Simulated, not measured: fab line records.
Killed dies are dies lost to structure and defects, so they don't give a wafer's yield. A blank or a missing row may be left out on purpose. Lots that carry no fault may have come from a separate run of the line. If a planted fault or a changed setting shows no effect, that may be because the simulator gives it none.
Chamber matching	flow n5_finfet	N5_BEOL_M1_DEP_57 on pecvd-04: 3 sister chambers
The step deposits SiCN from 3MS/NH3, target thk 8 nm, time 14 s. 3 wafers are shown with their chamber, then 7 later ones without.

WAFERS PAIRED WITH THEIR CHAMBERS
wafer	chamber	throttle_valve_pct (%)
L080.3	2	8.7
L090.1	1	9.5
L090.2	0	8.3

WAFERS WHOSE CHAMBER IS MISSING
wafer	throttle_valve_pct (%)
L090.6	8.5
L094.1	8.1
L094.5	8.5
L094.6	8.3
L097.1	8.2
L097.3	9.4
L097.5	8.6

THE CHAMBER EACH PASSED THROUGH
wafer	from the rows above	in truth
L090.6	can't be placed: 0 or 2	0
L094.1	0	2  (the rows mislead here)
L094.5	can't be placed: 0 or 2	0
L094.6	0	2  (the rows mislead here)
L097.1	0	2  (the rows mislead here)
L097.3	1	1
L097.5	can't be placed: 2 or 0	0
1 of 7 placed correctly. Can't be placed from these rows: 3 (the true chamber is among the candidates in 3). Wrongly placed: 3.
How it was worked out, from the rows above alone: a wafer's distance from a chamber is the root of the sum, over the readings, of the square of ((its reading less the chamber's mean) divided by the reading's scatter). The wafer belongs to the nearest chamber; if the next one is less than 2 further off, it can't be placed. Each chamber's mean is taken over the wafers shown for it. The scatter: with one shown wafer a chamber, the root of the mean of the squares of how far each hidden wafer lies from its nearest shown one.
